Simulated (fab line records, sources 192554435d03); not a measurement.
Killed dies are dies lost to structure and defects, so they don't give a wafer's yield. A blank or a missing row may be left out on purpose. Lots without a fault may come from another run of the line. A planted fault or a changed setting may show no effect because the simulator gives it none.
Chamber matching | flow n5_finfet | N5_BEOL_M4_VIA_ETCH_34 on rie_diel-05: 4 sister chambers
The step etches the open film in C4F6/O2, target depth 69.4 nm, time 65.9 s. 4 wafers are shown with their chamber, then 8 later ones without.

WAFERS WITH THEIR CHAMBER
wafer  | chamber | rf_vpp_V (V)
L084.2 | 1       | 686
L084.4 | 0       | 658
L088.5 | 2       | 634
L089.2 | 3       | 663

WAFERS WITHOUT THEIR CHAMBER
wafer  | rf_vpp_V (V)
L089.5 | 661
L089.6 | 633
L095.2 | 633
L095.4 | 687
L095.5 | 662
L097.3 | 656
L097.4 | 634
L097.6 | 661

WHICH CHAMBER EACH WENT THROUGH
wafer  | from the rows above     | in truth
L089.5 | can't be placed: 3 or 0 | 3
L089.6 | 2                       | 2
L095.2 | 2                       | 2
L095.4 | 1                       | 1
L095.5 | 3                       | 3
L097.3 | 0                       | 0
L097.4 | 2                       | 2
L097.6 | can't be placed: 3 or 0 | 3
Placed correctly: 6 of 8. Can't be placed from these rows: 2 (the true chamber is among the candidates in 2). Placed wrongly: 0.
How it was worked out, from the rows above alone: a wafer's distance from a chamber is the root of the sum, over the readings, of the square of ((its reading less the chamber's mean) divided by the reading's scatter). The wafer belongs to the nearest chamber; if the next one is less than 2 further off, it can't be placed. A chamber's mean is the mean of its shown wafers. The scatter: with one shown wafer a chamber, the root of the mean of the squares of how far each hidden wafer lies from its nearest shown one.
